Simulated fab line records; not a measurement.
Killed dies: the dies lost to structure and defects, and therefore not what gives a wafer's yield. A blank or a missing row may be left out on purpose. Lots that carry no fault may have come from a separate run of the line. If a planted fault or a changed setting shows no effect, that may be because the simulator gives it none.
Which tool is to blame? | flow nandHarc | 24 lots, 72 wafers sampled, at 6 steps of a route of 1159

WHAT THE GAUGES READ, wafer by wafer
The record holds no reading of a measuring or inspecting step that can be judged against a usual standard deviation.

WHAT TOOL EACH LOT RAN ON (gives the tool, then ch and the chambers of the sampled wafers, and finally the start)
lot  | NHARC_A_STAIRCASE_STRIP_205         | NHARC_A_STAIRCASE_ETCH_232                   | NHARC_A_STAIRCASE_ETCH_234                   | NHARC_A_STAIRCASE_ETCH_236                   | NHARC_A_STAIRCASE_STRIP_316                  | NHARC_A_STAIRCASE_ETCHBACK_416
L074 | plasmaAsher-02 ch 0, day 10 21:55   | rieDiel-05 ch 0,1,2, no start                | rieDiel-05 ch 0,1, no start                  | rieDiel-05 ch 1,3, no start                  | rieDiel-07 ch 0,1,2, no start                | rieDiel-05 ch 0,1, no start
L076 | plasmaAsher-01 ch 0,1, day 11 18:41 | rieDiel-04 ch 0,1,2, no start                | rieDiel-04 ch 0,1, no start                  | rieDiel-04 ch 0,1, no start                  | rieDiel-05 ch 0,2,3, no start                | rieDiel-04 ch 0,2,3, no start
L077 | plasmaAsher-01 ch 1, day 11 18:50   | rieDiel-05 ch 0,2, no start                  | rieDiel-05 ch 0,1, no start                  | rieDiel-05 ch 2,3, no start                  | rieDiel-07 ch 0,1,2, no start                | rieDiel-07 ch 0,2, no start
L075 | plasmaAsher-02 ch 0,1, day 11 20:02 | rieDiel-04 ch 0,1,2, no start                | rieDiel-04 ch 0,1,3, no start                | rieDiel-04 ch 1,2,3, no start                | rieDiel-07 ch 0,2,3, no start                | rieDiel-07 ch 0,1,2, no start
L078 | plasmaAsher-02 ch 0,1, day 12 04:35 | rieDiel-04 ch 0,2,3, no start                | rieDiel-04 ch 2,3, no start                  | rieDiel-04 ch 0,2,3, no start                | rieDiel-05 ch 0,3, no start                  | rieDiel-05 ch 2,3, no start
L079 | plasmaAsher-01 ch 1, day 12 09:02   | rieDiel-07 ch 0,2, no start                  | rieDiel-07 ch 1,2,3, no start                | rieDiel-07 ch 2,3, no start                  | rieDiel-07 ch 0,2,3, no start                | rieDiel-05 ch 1,2,3, no start
L081 | plasmaAsher-02 ch 0,1, day 12 20:24 | rieDiel-04 ch 2,3, no start                  | rieDiel-04 ch 0,2,3, no start                | rieDiel-04 ch 1,3, no start                  | rieDiel-04 ch 0,1,3, no start                | rieDiel-07 ch 2,3, no start
L082 | plasmaAsher-01 ch 0,1, day 12 23:49 | rieDiel-05 ch 2,3, day 13 21:41 or earlier   | rieDiel-05 ch 1,2,3, day 13 21:41 or earlier | rieDiel-05 ch 0,1,2, day 13 21:41 or earlier | rieDiel-07 ch 0,3, day 13 21:41 or earlier   | rieDiel-05 ch 0,1, day 13 21:41
L080 | plasmaAsher-02 ch 0,1, day 13 05:29 | rieDiel-05 ch 0,1,3, day 14 03:38 or earlier | rieDiel-05 ch 0,1,3, day 14 03:38 or earlier | rieDiel-05 ch 0,1,3, day 14 03:38 or earlier | rieDiel-04 ch 0,2,3, day 14 03:38 or earlier | rieDiel-05 ch 0,1,3, day 14 03:38
L083 | plasmaAsher-02 ch 0,1, day 13 13:27 | rieDiel-05 ch 2,3, no start                  | rieDiel-05 ch 0,2,3, no start                | rieDiel-05 ch 0,1,3, no start                | rieDiel-04 ch 0,1,3, no start                | rieDiel-07 ch 1,2,3, no start
L085 | plasmaAsher-01 ch 0,1, day 13 16:27 | rieDiel-05 ch 0,1,3, no start                | rieDiel-05 ch 0,1,2, no start                | rieDiel-05 ch 0,2,3, no start                | rieDiel-07 ch 1,2,3, no start                | rieDiel-05 ch 0,2,3, no start
L084 | plasmaAsher-02 ch 0,1, day 13 18:35 | rieDiel-07 ch 0,2,3, no start                | rieDiel-07 ch 2,3, no start                  | rieDiel-07 ch 0,3, no start                  | rieDiel-07 ch 1,2,3, no start                | rieDiel-04 ch 2,3, no start
L087 | plasmaAsher-02 ch 0,1, day 14 08:58 | rieDiel-05 ch 0,3, no start                  | rieDiel-05 ch 0,2, no start                  | rieDiel-05 ch 0,1, no start                  | rieDiel-05 ch 0,2,3, no start                | rieDiel-04 ch 2,3, no start
L086 | plasmaAsher-01 ch 0,1, day 14 09:04 | rieDiel-04 ch 1,2,3, no start                | rieDiel-04 ch 0,1,2, no start                | rieDiel-04 ch 1,2,3, no start                | rieDiel-05 ch 0,1,2, no start                | rieDiel-04 ch 1,2,3, no start
L089 | plasmaAsher-02 ch 0,1, day 14 17:00 | rieDiel-04 ch 1,3, no start                  | rieDiel-04 ch 2,3, no start                  | rieDiel-04 ch 2,3, no start                  | rieDiel-04 ch 0,2,3, no start                | rieDiel-05 ch 0,1,2, no start
L088 | plasmaAsher-01 ch 0,1, day 14 18:15 | rieDiel-07 ch 0,1,2, no start                | rieDiel-07 ch 0,1,3, no start                | rieDiel-07 ch 0,1,3, no start                | rieDiel-07 ch 0,1,2, no start                | rieDiel-07 ch 0,2,3, no start
L090 | plasmaAsher-01 ch 0,1, day 15 08:20 | rieDiel-04 ch 0,1,2, no start                | rieDiel-04 ch 0,2,3, no start                | rieDiel-04 ch 0,1, no start                  | rieDiel-04 ch 2,3, no start                  | rieDiel-04 ch 1,2, no start
L091 | plasmaAsher-02 ch 0,1, day 15 08:31 | rieDiel-07 ch 0,1,2, no start                | rieDiel-07 ch 1,2,3, no start                | rieDiel-07 ch 0,1,3, no start                | rieDiel-04 ch 0,2,3, no start                | rieDiel-04 ch 0,1,2, no start
L092 | plasmaAsher-02 ch 0,1, day 15 14:20 | rieDiel-05 ch 1,2,3, no start                | rieDiel-05 ch 0,3, no start                  | rieDiel-05 ch 0,1,3, no start                | rieDiel-07 ch 0,1, no start                  | rieDiel-05 ch 2,3, no start
L093 | plasmaAsher-02 ch 0,1, day 15 14:37 | rieDiel-04 ch 1,2,3, no start                | rieDiel-04 ch 1,3, no start                  | rieDiel-04 ch 0,1,2, no start                | rieDiel-07 ch 2,3, no start                  | rieDiel-05 ch 1,2,3, no start
L094 | plasmaAsher-02 ch 0,1, day 15 23:30 | rieDiel-04 ch 0,1,2, no start                | rieDiel-04 ch 0,1,3, no start                | rieDiel-04 ch 0,1,2, no start                | rieDiel-05 ch 0,1,3, no start                | rieDiel-04 ch 0,1,2, no start
L095 | plasmaAsher-02 ch 0,1, day 15 23:47 | rieDiel-04 ch 0,1,2, no start                | rieDiel-04 ch 0,1,2, no start                | rieDiel-04 ch 1,2,3, no start                | rieDiel-04 ch 0,2,3, no start                | rieDiel-07 ch 1,2,3, no start
L097 | plasmaAsher-01 ch 0,1, day 16 15:01 | rieDiel-05 ch 0,3, no start                  | rieDiel-05 ch 2,3, no start                  | rieDiel-05 ch 0,2,3, no start                | rieDiel-05 ch 0,1,2, no start                | rieDiel-07 ch 0,1, no start
L096 | plasmaAsher-02 ch 0,1, day 16 22:52 | rieDiel-07 ch 1,2,3, no start                | rieDiel-07 ch 0,1,2, no start                | rieDiel-07 ch 0,1,3, no start                | rieDiel-07 ch 0,1,3, no start                | rieDiel-05 ch 0,2,3, no start
- NHARC_A_STAIRCASE_STRIP_205: strips in O2.
- NHARC_A_STAIRCASE_ETCH_232: etches the open film in C4F8/O2, target depth 100 nm, time 40.5 s.
- NHARC_A_STAIRCASE_ETCH_234: etches the open film in C4F8/O2, target depth 100 nm, time 40.5 s.
- NHARC_A_STAIRCASE_ETCH_236: etches the open film in C4F8/O2, target depth 100 nm, time 40.5 s.
- NHARC_A_STAIRCASE_STRIP_316: strips in O2.
- NHARC_A_STAIRCASE_ETCHBACK_416: etches the open film in C4F8/O2/Ar, target depth 36 nm, time 7.2 s.

AS READ BY THE TOOLS THEMSELVES (means over the sampled wafers that have a number; for cases with no such wafer, the mark the record gives instead)
NHARC_A_STAIRCASE_STRIP_205. Usual: drypumpMotorCurrentA 5.57 A, standard deviation 0.17; heaterPowerW 338 W, standard deviation 11.
lot  | tool           | drypumpMotorCurrentA (A) | heaterPowerW (W) | flag
L074 | plasmaAsher-02 | 5.43                     | 346              | 
L076 | plasmaAsher-01 | 5.62                     | 325              | 
L077 | plasmaAsher-01 | 5.76                     | 316              | 
L075 | plasmaAsher-02 | 5.51                     | 341              | 
L078 | plasmaAsher-02 | 5.64                     | 338              | 
L079 | plasmaAsher-01 | 5.76                     | 308              | 
L081 | plasmaAsher-02 | 5.64                     | 343              | 
L082 | plasmaAsher-01 | 5.51                     | 333              | 
L080 | plasmaAsher-02 | 5.61                     | 348              | 
L083 | plasmaAsher-02 | 5.53                     | 344              | 
L085 | plasmaAsher-01 | 5.63                     | 324              | 
L084 | plasmaAsher-02 | 5.61                     | 344              | 
L087 | plasmaAsher-02 | 5.62                     | 346              | 
L086 | plasmaAsher-01 | 5.52                     | 326              | 
L089 | plasmaAsher-02 | 5.53                     | 345              | 
L088 | plasmaAsher-01 | 5.46                     | 323              | 
L090 | plasmaAsher-01 | 5.49                     | 332              | 
L091 | plasmaAsher-02 | 5.63                     | 343              | 
L092 | plasmaAsher-02 | 5.63                     | 343              | 
L093 | plasmaAsher-02 | 5.53                     | 343              | 
L094 | plasmaAsher-02 | 5.64                     | 346              | 
L095 | plasmaAsher-02 | 5.52                     | 343              | 
L097 | plasmaAsher-01 | 5.49                     | 326              | 
L096 | plasmaAsher-02 | 5.54                     | 336              | 

NHARC_A_STAIRCASE_ETCH_232. Usual: oesProductAu 0.946 a.u., standard deviation 0.014; rfFwdPowerW 593 W, standard deviation 3.1; rfVppV 898 V, standard deviation 5.2.
lot  | tool       | oesProductAu (a.u.) | rfFwdPowerW (W) | rfVppV (V) | flag
L074 | rieDiel-05 | 0.948               | 594             | 901        | 
L076 | rieDiel-04 | 0.934               | 593             | 894        | 
L077 | rieDiel-05 | 0.938               | 594             | 904        | 
L075 | rieDiel-04 | 0.936               | 594             | 895        | 
L078 | rieDiel-04 | 0.937               | 592             | 898        | 
L079 | rieDiel-07 | 0.947               | 593             | 895        | 
L081 | rieDiel-04 | 0.960               | 590             | 897        | 
L082 | rieDiel-05 | 0.939               | 591             | 902        | 
L080 | rieDiel-05 | 0.954               | 592             | 901        | 
L083 | rieDiel-05 | 0.985               | 592             | 902        | 
L085 | rieDiel-05 | 0.964               | 594             | 900        | 
L084 | rieDiel-07 | 0.961               | 592             | 898        | 
L087 | rieDiel-05 | 0.941               | 592             | 902        | 
L086 | rieDiel-04 | 0.945               | 590             | 894        | 
L089 | rieDiel-04 | 0.937               | 594             | 895        | 
L088 | rieDiel-07 | 0.954               | 593             | 892        | 
L090 | rieDiel-04 | 0.940               | 592             | 895        | 
L091 | rieDiel-07 | 0.935               | 592             | 893        | 
L092 | rieDiel-05 | 0.937               | 594             | 900        | 
L093 | rieDiel-04 | 0.949               | 592             | 894        | 
L094 | rieDiel-04 | 0.938               | 592             | 894        | 
L095 | rieDiel-04 | 0.950               | 594             | 895        | 
L097 | rieDiel-05 | 0.932               | 593             | 903        | 
L096 | rieDiel-07 | 0.942               | 592             | 895        | 

NHARC_A_STAIRCASE_ETCH_234. Usual: oesProductAu 0.946 a.u., standard deviation 0.012; rfFwdPowerW 593 W, standard deviation 3; rfVppV 898 V, standard deviation 5.5.
lot  | tool       | oesProductAu (a.u.) | rfFwdPowerW (W) | rfVppV (V) | flag
L074 | rieDiel-05 | 0.935               | 596             | 899        | 
L076 | rieDiel-04 | 0.935               | 594             | 892        | 
L077 | rieDiel-05 | 0.939               | 594             | 901        | 
L075 | rieDiel-04 | 0.944               | 592             | 895        | 
L078 | rieDiel-04 | 0.937               | 591             | 897        | 
L079 | rieDiel-07 | 0.944               | 592             | 896        | 
L081 | rieDiel-04 | 0.939               | 592             | 898        | 
L082 | rieDiel-05 | 0.941               | 592             | 901        | 
L080 | rieDiel-05 | 0.944               | 594             | 900        | 
L083 | rieDiel-05 | 0.951               | 594             | 903        | 
L085 | rieDiel-05 | 0.956               | 598             | 901        | 
L084 | rieDiel-07 | 0.945               | 592             | 899        | 
L087 | rieDiel-05 | 0.943               | 596             | 904        | 
L086 | rieDiel-04 | 0.943               | 592             | 894        | 
L089 | rieDiel-04 | 0.949               | 592             | 896        | 
L088 | rieDiel-07 | 0.952               | 593             | 896        | 
L090 | rieDiel-04 | 0.950               | 592             | 897        | 
L091 | rieDiel-07 | 0.943               | 592             | 896        | 
L092 | rieDiel-05 | 0.946               | 596             | 902        | 
L093 | rieDiel-04 | 0.958               | 596             | 891        | 
L094 | rieDiel-04 | 0.949               | 596             | 894        | 
L095 | rieDiel-04 | 0.949               | 593             | 894        | 
L097 | rieDiel-05 | 0.926               | 592             | 901        | 
L096 | rieDiel-07 | 0.946               | 591             | 892        | 

NHARC_A_STAIRCASE_ETCH_236. Usual: oesProductAu 0.946 a.u., standard deviation 0.0096; rfFwdPowerW 593 W, standard deviation 3; rfVppV 898 V, standard deviation 5.4.
lot  | tool       | oesProductAu (a.u.) | rfFwdPowerW (W) | rfVppV (V) | flag
L074 | rieDiel-05 | 0.944               | 596             | 898        | 
L076 | rieDiel-04 | 0.946               | 593             | 893        | 
L077 | rieDiel-05 | 0.945               | 592             | 904        | 
L075 | rieDiel-04 | 0.942               | 594             | 893        | 
L078 | rieDiel-04 | 0.936               | 593             | 899        | 
L079 | rieDiel-07 | 0.965               | 591             | 899        | 
L081 | rieDiel-04 | 0.943               | 593             | 895        | 
L082 | rieDiel-05 | 0.952               | 596             | 902        | 
L080 | rieDiel-05 | 0.946               | 594             | 901        | 
L083 | rieDiel-05 | 0.941               | 592             | 900        | 
L085 | rieDiel-05 | 0.954               | 594             | 902        | 
L084 | rieDiel-07 | 0.956               | 589             | 898        | 
L087 | rieDiel-05 | 0.948               | 598             | 899        | 
L086 | rieDiel-04 | 0.943               | 593             | 894        | 
L089 | rieDiel-04 | 0.938               | 589             | 896        | 
L088 | rieDiel-07 | 0.952               | 593             | 897        | 
L090 | rieDiel-04 | 0.949               | 595             | 892        | 
L091 | rieDiel-07 | 0.936               | 592             | 894        | 
L092 | rieDiel-05 | 0.952               | 594             | 899        | 
L093 | rieDiel-04 | 0.957               | 592             | 895        | 
L094 | rieDiel-04 | 0.946               | 592             | 894        | 
L095 | rieDiel-04 | 0.946               | 592             | 893        | 
L097 | rieDiel-05 | 0.932               | 594             | 903        | 
L096 | rieDiel-07 | 0.950               | 593             | 895        | 

NHARC_A_STAIRCASE_STRIP_316. Usual: drypumpMotorCurrentA 5.6 A, standard deviation 0.47; oesProductAu 1.002 a.u., standard deviation 0.0096; rfVppV 57.8 V, standard deviation 1; showerheadPlenumPTorr 3.56 Torr, standard deviation 0.15; throttleValvePct 17.036 %, standard deviation 0.0088.
lot  | tool       | drypumpMotorCurrentA (A) | oesProductAu (a.u.) | rfVppV (V) | showerheadPlenumPTorr (Torr) | throttleValvePct (%) | flag
L074 | rieDiel-07 | 5.4                      | 0.995               | 57.4       | 3.44                         | 17.037               | 
L076 | rieDiel-05 | 5.5                      | 1.003               | 57.7       | 3.73                         | 17.037               | 
L077 | rieDiel-07 | 5.4                      | 1.000               | 57.1       | 3.44                         | 17.034               | 
L075 | rieDiel-07 | 5.3                      | 1.008               | 57.8       | 3.60                         | 17.039               | 
L078 | rieDiel-05 | 5.2                      | 1.002               | 58.6       | 3.72                         | 17.036               | 
L079 | rieDiel-07 | 5.3                      | 1.004               | 57.7       | 3.60                         | 17.031               | 
L081 | rieDiel-04 | 6.0                      | 1.005               | 56.3       | 3.52                         | 17.044               | 
L082 | rieDiel-07 | 5.5                      | 1.010               | 56.9       | 3.68                         | 17.038               | 
L080 | rieDiel-04 | 6.0                      | 1.000               | 58.2       | 3.58                         | 17.033               | 
L083 | rieDiel-04 | 6.0                      | 1.010               | 57.8       | 3.51                         | 17.039               | 
L085 | rieDiel-07 | 5.6                      | 1.004               | 58.5       | 3.54                         | 17.023               | 
L084 | rieDiel-07 | 5.5                      | 1.010               | 57.7       | 3.54                         | 17.038               | 
L087 | rieDiel-05 | 5.6                      | 1.005               | 57.8       | 3.72                         | 17.042               | 
L086 | rieDiel-05 | 5.9                      | 0.992               | 58.1       | 3.68                         | 17.041               | 
L089 | rieDiel-04 | 6.1                      | 1.014               | 57.9       | 3.57                         | 17.035               | 
L088 | rieDiel-07 | 5.4                      | 0.994               | 57.4       | 3.42                         | 17.042               | 
L090 | rieDiel-04 | 5.9                      | 0.987               | 57.5       | 3.52                         | 17.030               | 
L091 | rieDiel-04 | 6.1                      | 1.002               | 58.5       | 3.57                         | 17.030               | 
L092 | rieDiel-07 | 5.8                      | 0.997               | 56.6       | 3.36                         | 17.035               | 
L093 | rieDiel-07 | 5.2                      | 1.002               | 58.6       | 3.59                         | 17.035               | 
L094 | rieDiel-05 | 5.5                      | 0.999               | 57.3       | 3.63                         | 17.032               | 
L095 | rieDiel-04 | 6.0                      | 1.006               | 58.1       | 3.57                         | 17.027               | 
L097 | rieDiel-05 | 5.9                      | 1.003               | 58.4       | 3.67                         | 17.037               | 
L096 | rieDiel-07 | 5.7                      | 0.996               | 58.1       | 3.50                         | 17.034               | 

NHARC_A_STAIRCASE_ETCHBACK_416. Usual: oesProductAu 0.940 a.u., standard deviation 0.03; rfFwdPowerW 586.9 W, standard deviation 2.8; rfVppV 725 V, standard deviation 4.3.
lot  | tool       | oesProductAu (a.u.) | rfFwdPowerW (W) | rfVppV (V) | flag
L074 | rieDiel-05 | 0.928               | 590.6           | 724        | 
L076 | rieDiel-04 | 0.916               | 585.4           | 725        | 
L077 | rieDiel-07 | 0.927               | 587.3           | 723        | 
L075 | rieDiel-07 | 0.926               | 585.5           | 719        | 
L078 | rieDiel-05 | 0.933               | 586.0           | 728        | 
L079 | rieDiel-05 | 1.018               | 587.5           | 726        | 
L081 | rieDiel-07 | 1.010               | 585.3           | 726        | 
L082 | rieDiel-05 | 0.930               | 592.3           | 725        | 
L080 | rieDiel-05 | 0.931               | 589.8           | 726        | 
L083 | rieDiel-07 | 0.928               | 585.5           | 723        | 
L085 | rieDiel-05 | 0.928               | 587.2           | 728        | 
L084 | rieDiel-04 | 0.934               | 587.1           | 724        | 
L087 | rieDiel-04 | 0.988               | 585.1           | 723        | 
L086 | rieDiel-04 | 0.926               | 586.9           | 721        | 
L089 | rieDiel-05 | 0.998               | 588.6           | 728        | 
L088 | rieDiel-07 | 0.924               | 584.5           | 725        | 
L090 | rieDiel-04 | 0.935               | 587.4           | 720        | 
L091 | rieDiel-04 | 0.931               | 585.5           | 722        | 
L092 | rieDiel-05 | 0.926               | 584.3           | 728        | 
L093 | rieDiel-05 | 0.923               | 589.2           | 727        | 
L094 | rieDiel-04 | 0.927               | 588.6           | 722        | 
L095 | rieDiel-07 | 0.933               | 583.7           | 723        | 
L097 | rieDiel-07 | 0.923               | 586.8           | 719        | 
L096 | rieDiel-05 | 0.927               | 588.6           | 729        | 

THE ANSWER, worked out from the rows above alone
Rule: a lot is off if the mean of its wafers that have a number lies more than 3 standard deviations from the usual mean. Also off: a lot with no number at a reading for which 4 or more lots have one. All remaining lots with rows at the step are treated as sound. After the gauges, taken in route order, come the tools' own readings; for these a lot's mean is taken, as printed above. At the first step where some lot is off, the reading lying furthest off is the one used; lots without a number count as furthest.
Nothing can be told from this: no lot is off at any reading shown.

WHAT THE SIMULATOR HAD PUT IN
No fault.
